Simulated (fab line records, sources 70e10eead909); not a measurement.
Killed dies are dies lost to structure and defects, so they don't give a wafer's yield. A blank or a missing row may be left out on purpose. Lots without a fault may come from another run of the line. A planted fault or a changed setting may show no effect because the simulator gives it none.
fab line records | flow nand_harc
record lots=6 wafers=18 last_day=34
route steps=1302 shown P_GATE@133 END@1302
lots that met no fault: from a run of the same line without faults
start_h: hours from the record's first day to the start of the lot's first wafer shown | wait_h: hours since the lot's step before | " the same as in the row above | L1.1+2: a row that stands for several wafers | - no value, or no start given | * or withheld: withheld | < > ~ a bound
route shown NAME@n: a module of which the file shows steps, and the number in the route of the first | usual: mean/standard deviation of fault-free wafers | same: alike in all rows | chamber/n: place in a boat | sites: the reading at each site | _std_site: their standard deviation | _edge_site: outer sites' mean less inner sites' | radius_mm: how far each site lies from the wafer's centre | mask NAME#n: copy n | behind: the tool/chamber that last shaped the wafer | hold: why the lot was held/for how many hours/how that ended | device: the transistor (n, p or np) that didn't switch | end of line: the same wafers' tests at the end of the route | a step without rows: its recipe alone | killed: dies lost to structure and defects at the first sort, not the wafer's yield | map: a wafer's dies, x killed, . not, _ none there
set.NAME: the setting as run; set.NAME@STEP: as run at that earlier step | model.NAME: the simulator's own value behind a step, which no gauge read
lots at some steps of the route; a table a step, a row a wafer
services: from which hour (start_h, from the record's first day; less than 0 if before it) a tool's chamber was out of use, for how many hours, and why
## steps
# step NHARC_P_GATE_DEHYDRATE_18
# recipe temp_c=150 time_s=120
# step NHARC_P_GATE_HMDS_19
# recipe time_s=30
# step NHARC_P_GATE_COAT_20
# recipe spin_rpm=1500 resist_thk_nm=90
# step NHARC_P_GATE_SOFTBAKE_21
# recipe temp_c=105 time_s=55
# step NHARC_P_GATE_EBR_22
# step NHARC_P_GATE_EXPOSE_23
# recipe na=1.35 target_cd_nm=120 dose_mj=93.91 mask_id=P_GATE
# step NHARC_P_GATE_PEB_24
# recipe peb_temp_c=100 peb_time_s=65
# step NHARC_P_GATE_DEVELOP_25
# recipe develop_time_s=35 dev_temp_c=23
# step NHARC_P_GATE_CD_MEAS_26
# recipe target_cd_nm=120 landing_energy_ev=500
# usual cd_nm=120.0/0.68
# columns lot.wafer tool chamber start_h wait_h cd_nm
L600.3 cd_sem-02 0 93.13 - 121.4
L600.5 " 0 " " 121.0
L600.6 " 0 " " 120.7
L601.3 cd_sem-02 0 111.32 - 119.9
L601.4 " 0 " " 121.0
L601.6 " 0 " " 119.7
L613.1 cd_sem-01 0 223.06 - 119.4
L613.2 " 0 " " 120.0
L613.3 " 0 " " 119.7
L614.1 cd_sem-01 0 240.14 - 119.9
L614.3 " 0 " " 119.7
L614.6 " 0 " " 120.3
L621.1 cd_sem-02 0 305.77 - 120.8
L621.3 " 0 " " 120.4
L621.6 " 0 " " 120.5
L623.2 cd_sem-01 0 332.23 - 119.1
L623.4 " 0 " " 119.9
L623.6 " 0 " " 119.6
# step NHARC_P_GATE_OVL_MEAS_27
# usual overlay_x_nm=0.3/0.94 overlay_y_nm=-0.2/0.95
# columns lot.wafer tool chamber start_h wait_h overlay_x_nm overlay_y_nm
L600.3 overlay-01 - 93.21 - 1.1 -0.1
L600.5 " - " " 1.2 -0.7
L600.6 " - " " 1.2 -0.2
L601.3 overlay-01 - 111.40 - -0.2 0.1
L601.4 " - " " -0.3 0.2
L601.6 " - " " 0.6 -0.3
L613.1 overlay-02 - 223.15 - -0.5 1.7
L613.2 " - " " -0.3 1.3
L613.3 " - " " -0.1 1.2
L614.1 overlay-02 - 240.23 - -0.2 1.6
L614.3 " - " " -0.3 1.6
L614.6 " - " " -0.2 2.0
L621.1 overlay-01 - 305.86 - 1.2 0.5
L621.3 " - " " 1.4 1.3
L621.6 " - " " 0.6 0.3
L623.2 overlay-01 - 332.31 - 1.3 -0.5
L623.4 " - " " 1.3 -0.9
L623.6 " - " " 1.3 -0.5
# step NHARC_P_GATE_INSPECT_28
# usual raw_defect_count=6.2/2.8
# columns lot.wafer tool chamber start_h wait_h raw_defect_count
L600.3 defect_inspect-02 - 93.25 0.0 6
L600.5 " - " " 7
L600.6 " - " " 6
L601.3 defect_inspect-02 - 111.44 0.0 5
L601.4 " - " " 5
L601.6 " - " " 10
L613.1 defect_inspect-02 - 223.19 0.0 6
L613.2 " - " " 11
L613.3 " - " " 10
L614.1 defect_inspect-01 - 240.27 0.0 7
L614.3 " - " " 3
L614.6 " - " " 4
L621.1 defect_inspect-02 - 305.90 0.0 8
L621.3 " - " " 6
L621.6 " - " " 6
L623.2 defect_inspect-01 - 332.35 0.0 9
L623.4 " - " " 2
L623.6 " - " " 10
# step NHARC_P_GATE_DESCUM_31
# recipe time_s=3 o2_flow_sccm=200 ar_flow_sccm=0 bias_power_w=0 chemistry=O2
# usual drypump_motor_current_A=5.6/0.51 oes_product_au=0.999/0.0086 rf_vpp_V=58.1/0.86 showerhead_plenum_p_Torr=1.97/0.082 throttle_valve_pct=11.311/0.0091
# columns lot.wafer tool chamber start_h wait_h drypump_motor_current_A oes_product_au rf_hours_counter_h rf_vpp_V showerhead_plenum_p_Torr throttle_valve_pct
L600.3 rie_diel-10 1 93.34 0.1 5.4 1.000 1.8 55.8 1.81 11.306
L600.6 " 2 " " 5.0 1.005 - 59.1 2.05 11.325
L600.5 " 3 " " 5.2 0.990 - 59.2 2.06 11.329
L601.4 rie_diel-08 2 111.52 0.1 5.7 0.992 4.2 58.9 2.00 11.313
L601.3 " 3 " " 5.3 0.982 4.1 57.2 1.95 11.318
L601.6 " 0 " " 5.1 0.993 - 56.8 1.86 11.301
L613.2 rie_diel-08 2 223.25 0.1 5.7 1.015 1.2 58.9 2.00 11.308
L613.3 " 3 " " 5.3 0.992 1.2 59.5 1.95 11.318
L613.1 " 1 " " 6.2 0.992 0.9 58.9 1.94 11.329
L614.3 rie_diel-08 0 240.33 0.1 5.1 1.001 2.0 58.2 1.86 11.311
L614.1 " 3 " " 5.3 0.990 2.4 58.8 1.95 11.331
L614.6 " 1 " " 6.2 0.998 - 58.6 1.94 11.326
L621.3 rie_diel-08 0 305.96 0.1 5.1 0.999 3.6 59.1 1.86 11.313
L621.1 " 1 " " 6.2 0.990 3.7 58.1 1.94 11.306
L621.6 " 1 " " 6.1 1.003 - 57.2 1.94 11.317
L623.2 rie_diel-10 1 332.41 0.1 5.4 0.988 5.1 56.2 1.80 11.310
L623.4 " 0 " " 6.7 1.022 5.9 56.6 1.89 11.298
L623.6 " 2 " " 5.0 1.005 - 58.7 2.05 11.311
# step NHARC_P_GATE_ETCH_104
# recipe target_depth_a=600 time_s=withheld cf4_flow_sccm=100 chf3_flow_sccm=30 ar_flow_sccm=0 rf_w=500 bias_w=200 chemistry=CF4/CHF3
# usual cf4_flow_sccm=100.0/0.31 drypump_motor_current_A=5.6/0.51 oes_product_au=0.954/0.021 rf_fwd_power_W=491.8/2.3 rf_vpp_V=371.9/2.2 showerhead_plenum_p_Torr=1.61/0.062 throttle_valve_pct=16.802/0.0088
# columns lot.wafer tool chamber start_h wait_h cf4_flow_sccm drypump_motor_current_A oes_product_au rf_fwd_power_W rf_vpp_V showerhead_plenum_p_Torr throttle_valve_pct model.P_GATE.cd_nm
L600.3 rie_diel-10 0 93.40 0.1 99.7 6.7 0.978 490.8 371.2 1.56 16.799 121.1
L600.6 " 0 " " 100.3 6.7 0.970 492.0 369.3 1.56 16.799 119.2
L600.5 " 1 " " 99.8 5.4 0.992 487.0 367.4 1.49 16.793 120.5
L601.3 rie_diel-08 3 111.59 0.1 99.8 5.3 0.963 489.9 371.5 1.60 16.804 120.3
L601.4 " 0 " " 100.2 5.0 0.947 491.4 370.8 1.53 16.809 120.6
L601.6 " 1 " " 100.2 6.2 0.959 491.8 371.5 1.60 16.802 120.9
L613.2 rie_diel-08 3 223.33 0.1 100.0 5.3 0.955 491.1 373.9 1.60 16.802 120.2
L613.3 " 0 " " 100.0 5.0 0.736 289.6 370.0 1.53 16.797 121.2
L613.1 " 1 " " 100.1 6.1 0.965 493.8 371.9 1.60 16.796 118.8
L614.1 rie_diel-08 2 240.42 0.1 100.3 5.7 0.977 491.8 373.3 1.64 16.806 119.9
L614.3 " 3 " " 100.0 5.3 0.966 491.2 372.4 1.60 16.802 119.4
L614.6 " 0 " " 99.8 5.1 0.727 291.9 369.1 1.53 16.792 121
L621.1 rie_diel-08 0 306.04 0.1 100.4 5.0 0.962 490.6 368.7 1.53 16.786 121.1
L621.3 " 1 " " 99.2 6.2 0.957 495.0 372.2 1.59 16.805 120.4
L621.6 " 1 " " 100.0 6.1 0.964 494.5 371.1 1.59 16.808 120.8
L623.4 rie_diel-10 2 332.49 0.1 100.0 5.0 0.938 493.3 374.1 1.68 16.806 120.4
L623.2 " 0 " " 100.1 6.7 0.940 489.2 370.4 1.56 16.785 119
L623.6 " 2 " " 99.4 5.0 0.912 493.0 373.1 1.68 16.800 120
# step NHARC_P_GATE_HM_OPEN_105
# recipe target_depth_a=3600 o2_flow_sccm=400 cos_flow_sccm=20 ar_flow_sccm=0 rf_w=500 bias_w=300 chemistry=O2/COS
# usual drypump_motor_current_A=5.6/0.5 oes_product_au=0.998/0.0088 rf_vpp_V=469.0/2.8 showerhead_plenum_p_Torr=3.21/0.12 throttle_valve_pct=28.331/0.0099
# columns lot.wafer tool chamber start_h wait_h drypump_motor_current_A oes_product_au rf_hours_counter_h rf_vpp_V showerhead_plenum_p_Torr throttle_valve_pct
L600.3 rie_diel-10 3 - - 5.2 0.983 1.7 472.3 3.34 28.333
L600.6 " 2 " " 5.1 1.005 - 471.4 3.33 28.334
L600.5 " 3 " " 5.2 0.988 - 471.8 3.34 28.323
L601.3 rie_diel-08 0 - - 5.1 0.994 3.6 466.4 3.04 28.328
L601.4 " 1 " " 6.2 0.984 3.7 469.8 3.17 28.339
L601.6 " 2 " " 5.7 0.992 - 471.5 3.26 28.334
L613.3 rie_diel-08 0 - - 5.1 0.997 0.9 465.1 3.03 28.339
L613.1 " 1 " " 6.2 0.979 0.9 468.7 3.16 28.333
L613.2 " 2 " " 5.8 1.003 1.3 470.0 3.26 28.330
L614.3 rie_diel-08 1 - - 6.2 0.994 1.7 467.3 3.16 28.340
L614.1 " 2 " " 5.7 1.008 2.0 469.3 3.26 28.331
L614.6 " 3 " " 5.3 0.986 - 468.5 3.17 28.345
L621.3 rie_diel-08 1 - - 6.2 1.009 3.7 467.9 3.16 28.311
L621.1 " 3 " " 5.3 0.999 4.1 467.5 3.17 28.321
L621.6 " 1 " " 6.2 1.002 - 467.6 3.16 28.329
L623.2 rie_diel-10 2 - - 5.0 1.009 5.2 471.1 3.33 28.322
L623.4 " 3 " " 5.2 0.997 6.0 472.2 3.33 28.339
L623.6 " 1 " " 5.4 0.996 - 464.4 2.95 28.344
# step NHARC_END_SORT_01
# recipe temp_c=25
# usual killed_at_array=55/15 killed_at_other=1.0/1.2 killed_at_periphery=3.4/2.2 killed_dies=59/15 killed_open=3.2/2 killed_short=2.5/1.7
# same gross_dies=677
# columns lot.wafer tool chamber start_h wait_h killed_at_array killed_at_other killed_at_periphery killed_dies killed_open killed_short
L613.2 prober-02 0 689.41 2.8 59 2 4 65 8 2
# killed by level:class
L613.2 A_SLIT:chamber_film_flake=23 A_CHANNEL_HOLE_D2:chamber_film_flake=16 A_STAIRCASE:chamber_film_flake=3 A_SOURCE_PLATE:geometric_particle:open=2 A_CHANNEL_HOLE_D1:chamber_film_flake=2 A_WL_FILL:chamber_film_flake=2 THIN_TSV:chamber_film_flake=2 P_STI:geometric_particle:open=1
## services
# columns tool chamber start_h hours kind
rie_diel-08 0 71.80 - clean
rie_diel-08 1 71.80 - clean
rie_diel-08 2 71.80 - clean
rie_diel-08 3 71.80 - clean
rie_diel-10 2 74.46 11.0 repair
rie_diel-08 0 96.33 - clean
rie_diel-08 1 96.33 - clean
rie_diel-08 2 96.33 - clean
rie_diel-08 3 96.33 - clean
rie_diel-10 2 108.65 3.6 repair
rie_diel-08 0 120.86 - clean
rie_diel-08 1 120.86 - clean
rie_diel-08 2 120.86 - clean
rie_diel-08 3 120.86 - clean
rie_diel-08 3 144.36 9.3 repair
rie_diel-08 0 145.45 - clean
rie_diel-08 1 145.45 - clean
rie_diel-08 2 145.45 - clean
rie_diel-08 2 149.44 7.8 repair
rie_diel-08 1 158.60 9.4 repair
rie_diel-08 0 169.95 - clean
rie_diel-08 - 190.80 9.0 pm
rie_diel-10 1 216.80 14.7 repair
rie_diel-10 - 242.50 9.0 pm
## key
first_sign step=NHARC_P_GATE_ETCH_104 reading=rf_fwd_power_W direction=down sigmas=86 usual=* struck=*
effect step=NHARC_P_GATE_ETCH_104 reading=oes_product_au direction=down sigmas=11 usual=0.954 struck=0.732
model_effect step=NHARC_P_GATE_ETCH_104 value=P_GATE.cd_nm without=119.7 struck=121.1
met_at NHARC_P_GATE_ETCH_104
struck_wafers L613.3,L614.6
tester_left_out L613,L614
onset_between 111.59 223.33
fault kind=process_parameter_drift tool=rie_diel-08 chamber=0 onset_h=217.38 steps=NHARC_P_GATE_ETCH_104 channel=rf_w offset=* shape=step end_h=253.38 acts_in=* stated=*
# tester_left_out: of these lots the tester's yield and bins aren't shown, on N5 and GAA mostly nor the transistor test; their killed dies are dies lost to structure and defects alone, not to doping, threshold or leakage, so they don't give the yield
